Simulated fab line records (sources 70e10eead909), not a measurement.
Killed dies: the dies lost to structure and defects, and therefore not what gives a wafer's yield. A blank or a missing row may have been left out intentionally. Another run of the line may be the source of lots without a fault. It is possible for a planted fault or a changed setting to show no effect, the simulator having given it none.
Which tool was responsible? / flow nand-harc / Sampling: 13 lots, 38 wafers, 5 of 1159 route steps

## WHAT THE GAUGES READ, wafer by wafer
NHARC_END_SORT_01.
lot=L806; measured=day 23 21:58; on=prober-01; defect-limited-yield (%)=95.6 0 96.3; killed-at-array=28 674 23; killed-at-other=0 0 0; killed-at-periphery=2 3 2; killed-dies=30 677 25; killed-open=1 6 4; killed-short=3 3 1; sort_bin_2_pct (%)=1.2 97.3 1.6; sort_bin_3_pct (%)=0.15 0.15 0.15; sort_bin_4_pct (%)=3.1 2.5 1.9; sort-n-pass=647 0 652; sort-rim-yield-pct (%)=97.2 0 99.1; sort-yield-pct (%)=95.6 0 96.3
lot=L805; measured=day 24 05:47; on=prober-02; defect-limited-yield (%)=94.5 0 95.0; killed-at-array=32 673 28; killed-at-other=0 0 0; killed-at-periphery=5 4 6; killed-dies=37 677 34; killed-open=5 2 2; killed-short=3 0 1; sort_bin_2_pct (%)=1.5 97.0 1.6; sort_bin_3_pct (%)=0 0 0; sort_bin_4_pct (%)=4.0 3.0 3.4; sort-n-pass=640 0 643; sort-rim-yield-pct (%)=96.2 0 92.5; sort-yield-pct (%)=94.5 0 95.0
lot=L803; measured=day 24 09:04; on=prober-01; defect-limited-yield (%)=0 95.3; killed-at-array=675 29; killed-at-other=0 1; killed-at-periphery=2 2; killed-dies=677 32; killed-open=6 4; killed-short=4 1; sort_bin_2_pct (%)=96.5 1.6; sort_bin_3_pct (%)=0.30 0.15; sort_bin_4_pct (%)=3.2 3.0; sort-n-pass=0 645; sort-rim-yield-pct (%)=0 96.2; sort-yield-pct (%)=0 95.3

## WHICH TOOL RAN EACH LOT (tool, then ch and the chambers of the sampled wafers, then the start)
lot=L787; NHARC_A_M1_PVD_21=pvd-sputter-02, day 18 09:34; NHARC_A_BONDPAD_ANNEAL_28=rtp-anneal-02 ch 0, day 18 14:34; NHARC_THIN_TSV_DEP_43=pecvd-01 ch 0,1, day 19 08:26; NHARC_THIN_TSV_PRE_CLEAN_54=pvd-sputter-03, day 19 14:21
lot=L791; NHARC_A_M1_PVD_21=pvd-sputter-03, day 19 12:02; NHARC_A_BONDPAD_ANNEAL_28=rtp-anneal-01 ch 0, day 19 17:02; NHARC_THIN_TSV_DEP_43=pecvd-01 ch 0,1,2, day 20 09:26; NHARC_THIN_TSV_PRE_CLEAN_54=pvd-sputter-01, day 20 15:01
lot=L792; NHARC_A_M1_PVD_21=pvd-sputter-02, day 19 12:20; NHARC_A_BONDPAD_ANNEAL_28=rtp-anneal-01 ch 0, day 19 17:26; NHARC_THIN_TSV_DEP_43=pecvd-01 ch 0,1, day 20 10:41; NHARC_THIN_TSV_PRE_CLEAN_54=pvd-sputter-01, day 20 16:27
lot=L793; NHARC_A_M1_PVD_21=pvd-sputter-01, day 19 18:14; NHARC_A_BONDPAD_ANNEAL_28=rtp-anneal-02 ch 0, day 19 23:41; NHARC_THIN_TSV_DEP_43=pecvd-03 ch 0,1,2, day 20 12:19; NHARC_THIN_TSV_PRE_CLEAN_54=pvd-sputter-01, day 20 18:01
lot=L796; NHARC_A_M1_PVD_21=pvd-sputter-02, day 20 08:13; NHARC_A_BONDPAD_ANNEAL_28=rtp-anneal-02 ch 0, day 20 13:39; NHARC_THIN_TSV_DEP_43=pecvd-02 ch 0,1,2, day 21 04:38; NHARC_THIN_TSV_PRE_CLEAN_54=pvd-sputter-02, day 21 10:12
lot=L794; NHARC_A_M1_PVD_21=pvd-sputter-01, day 20 08:38; NHARC_A_BONDPAD_ANNEAL_28=rtp-anneal-02 ch 0, day 20 13:55; NHARC_THIN_TSV_DEP_43=pecvd-02 ch 1,2, day 21 05:50; NHARC_THIN_TSV_PRE_CLEAN_54=pvd-sputter-01, day 21 11:34
lot=L801; NHARC_A_M1_PVD_21=pvd-sputter-02, day 21 13:52; NHARC_A_BONDPAD_ANNEAL_28=rtp-anneal-02 ch 0, day 21 19:12; NHARC_THIN_TSV_DEP_43=pecvd-03 ch 0,2, day 22 12:18; NHARC_THIN_TSV_PRE_CLEAN_54=pvd-sputter-02, day 22 18:40
lot=L806; NHARC_A_M1_PVD_21=pvd-sputter-02, day 22 10:43; NHARC_A_BONDPAD_ANNEAL_28=rtp-anneal-01 ch 0, day 22 15:50; NHARC_THIN_TSV_DEP_43=pecvd-03 ch 0,1, day 23 06:02; NHARC_THIN_TSV_PRE_CLEAN_54=pvd-sputter-02, day 23 11:41
lot=L805; NHARC_A_M1_PVD_21=pvd-sputter-02, day 22 15:32; NHARC_A_BONDPAD_ANNEAL_28=rtp-anneal-01 ch 0, day 22 20:52; NHARC_THIN_TSV_DEP_43=pecvd-02 ch 1, day 23 09:30; NHARC_THIN_TSV_PRE_CLEAN_54=pvd-sputter-01, day 23 15:13
lot=L803; NHARC_A_M1_PVD_21=pvd-sputter-02, day 22 15:44; NHARC_A_BONDPAD_ANNEAL_28=rtp-anneal-02 ch 0, day 22 21:32; NHARC_THIN_TSV_DEP_43=pecvd-02 ch 0, day 23 10:50; NHARC_THIN_TSV_PRE_CLEAN_54=pvd-sputter-01, day 23 16:51
lot=L807; NHARC_A_M1_PVD_21=pvd-sputter-01, day 23 06:43; NHARC_A_BONDPAD_ANNEAL_28=rtp-anneal-01 ch 0, day 23 13:03; NHARC_THIN_TSV_DEP_43=pecvd-03 ch 0,1,2, day 24 01:37; NHARC_THIN_TSV_PRE_CLEAN_54=pvd-sputter-01, day 24 07:16
lot=L808; NHARC_A_M1_PVD_21=pvd-sputter-03, day 23 07:55; NHARC_A_BONDPAD_ANNEAL_28=rtp-anneal-02 ch 0, day 23 13:16; NHARC_THIN_TSV_DEP_43=pecvd-01 ch 0,2, day 24 02:52; NHARC_THIN_TSV_PRE_CLEAN_54=pvd-sputter-01, day 24 08:28
lot=L809; NHARC_A_M1_PVD_21=pvd-sputter-03, day 23 20:10; NHARC_A_BONDPAD_ANNEAL_28=rtp-anneal-01 ch 0, day 24 01:26; NHARC_THIN_TSV_DEP_43=pecvd-03 ch 0,1, day 24 16:22; NHARC_THIN_TSV_PRE_CLEAN_54=pvd-sputter-03, day 24 22:19
- NHARC_A_M1_PVD_21: deposits Cu, target thk 30 nm, time 20.49 s.
- NHARC_A_BONDPAD_ANNEAL_28: time 90 s.
- NHARC_THIN_TSV_DEP_43: deposits SiO2, target thk 1328.5 nm.
- NHARC_THIN_TSV_PRE_CLEAN_54: time 30 s.

## AS READ BY THE TOOLS THEMSELVES (means over the sampled wafers that have a number; for cases with no such wafer, the mark the record gives instead)
NHARC_A_M1_PVD_21.
lot=L787; tool=pvd-sputter-02; throttle-valve-pct (%)=30.9
lot=L791; tool=pvd-sputter-03; throttle-valve-pct (%)=30.3
lot=L792; tool=pvd-sputter-02; throttle-valve-pct (%)=30.2
lot=L793; tool=pvd-sputter-01; throttle-valve-pct (%)=30.1
lot=L796; tool=pvd-sputter-02; throttle-valve-pct (%)=30.6
lot=L794; tool=pvd-sputter-01; throttle-valve-pct (%)=30.0
lot=L801; tool=pvd-sputter-02; throttle-valve-pct (%)=30.2
lot=L806; tool=pvd-sputter-02; throttle-valve-pct (%)=31.0
lot=L805; tool=pvd-sputter-02; throttle-valve-pct (%)=30.4
lot=L803; tool=pvd-sputter-02; throttle-valve-pct (%)=29.9
lot=L807; tool=pvd-sputter-01; throttle-valve-pct (%)=29.7
lot=L808; tool=pvd-sputter-03; throttle-valve-pct (%)=30.3
lot=L809; tool=pvd-sputter-03; throttle-valve-pct (%)=30.0

NHARC_A_BONDPAD_ANNEAL_28.
lot=L787; tool=rtp-anneal-02; anneal-temp-c (C)=225.29; wafer_temp_C_max=225.69
lot=L791; tool=rtp-anneal-01; anneal-temp-c (C)=225.02; wafer_temp_C_max=225.74
lot=L792; tool=rtp-anneal-01; anneal-temp-c (C)=225.27; wafer_temp_C_max=225.57
lot=L793; tool=rtp-anneal-02; anneal-temp-c (C)=224.92; wafer_temp_C_max=225.89
lot=L796; tool=rtp-anneal-02; anneal-temp-c (C)=225.12; wafer_temp_C_max=225.94
lot=L794; tool=rtp-anneal-02; anneal-temp-c (C)=225.17; wafer_temp_C_max=225.96
lot=L801; tool=rtp-anneal-02; anneal-temp-c (C)=224.99; wafer_temp_C_max=225.88
lot=L806; tool=rtp-anneal-01; anneal-temp-c (C)=225.00; wafer_temp_C_max=225.63
lot=L805; tool=rtp-anneal-01; anneal-temp-c (C)=224.94; wafer_temp_C_max=225.76
lot=L803; tool=rtp-anneal-02; anneal-temp-c (C)=224.84; wafer_temp_C_max=225.78
lot=L807; tool=rtp-anneal-01; anneal-temp-c (C)=225.01; wafer_temp_C_max=225.92
lot=L808; tool=rtp-anneal-02; anneal-temp-c (C)=224.98; wafer_temp_C_max=225.78
lot=L809; tool=rtp-anneal-01; anneal-temp-c (C)=225.05; wafer_temp_C_max=225.55

NHARC_THIN_TSV_DEP_43.
lot=L787; tool=pecvd-01; throttle-valve-pct (%)=15.4
lot=L791; tool=pecvd-01; throttle-valve-pct (%)=15.8
lot=L792; tool=pecvd-01; throttle-valve-pct (%)=15.5
lot=L793; tool=pecvd-03; throttle-valve-pct (%)=16.0
lot=L796; tool=pecvd-02; throttle-valve-pct (%)=16.0
lot=L794; tool=pecvd-02; throttle-valve-pct (%)=15.9
lot=L801; tool=pecvd-03; throttle-valve-pct (%)=16.2
lot=L806; tool=pecvd-03; throttle-valve-pct (%)=16.1
lot=L805; tool=pecvd-02; throttle-valve-pct (%)=16.2
lot=L803; tool=pecvd-02; throttle-valve-pct (%)=15.9
lot=L807; tool=pecvd-03; throttle-valve-pct (%)=16.0
lot=L808; tool=pecvd-01; throttle-valve-pct (%)=15.9
lot=L809; tool=pecvd-03; throttle-valve-pct (%)=16.2

NHARC_THIN_TSV_PRE_CLEAN_54.
lot=L787; tool=pvd-sputter-03; heater-power-w (W)=421
lot=L791; tool=pvd-sputter-01; heater-power-w (W)=404
lot=L792; tool=pvd-sputter-01; heater-power-w (W)=361
lot=L793; tool=pvd-sputter-01; heater-power-w (W)=397
lot=L796; tool=pvd-sputter-02; heater-power-w (W)=445
lot=L794; tool=pvd-sputter-01; heater-power-w (W)=385
lot=L801; tool=pvd-sputter-02; heater-power-w (W)=442
lot=L806; tool=pvd-sputter-02; heater-power-w (W)=476
lot=L805; tool=pvd-sputter-01; heater-power-w (W)=352
lot=L803; tool=pvd-sputter-01; heater-power-w (W)=468
lot=L807; tool=pvd-sputter-01; heater-power-w (W)=390
lot=L808; tool=pvd-sputter-01; heater-power-w (W)=353
lot=L809; tool=pvd-sputter-03; heater-power-w (W)=449

## THE ANSWER, worked out from the rows above alone
Rule: the usual values come from the lots themselves. Put in order of their means at a reading, lots are off if they are a third of the lots or fewer, leave a main group of 4 or more, and stand apart from it by a gap of 3 or more times the standard deviation of the main group's means; of several such gaps the widest counts. A main group is skipped when, at the precision printed for the reading in the tables above, its means are all equal. A lot without any number at a reading at which 4 lots or more have one is off too. Where the step has rows for the other lots, those lots are counted as sound. First the gauges in route order, then the tools' own readings, where a lot's mean is used as printed above. The first step at which some lot is off is used, and at that step the reading that is off furthest; a lot without a number counts as furthest.
No lot is off at any reading shown: from this, nothing can be told.

## WHAT THE SIMULATOR HAD INSERTED
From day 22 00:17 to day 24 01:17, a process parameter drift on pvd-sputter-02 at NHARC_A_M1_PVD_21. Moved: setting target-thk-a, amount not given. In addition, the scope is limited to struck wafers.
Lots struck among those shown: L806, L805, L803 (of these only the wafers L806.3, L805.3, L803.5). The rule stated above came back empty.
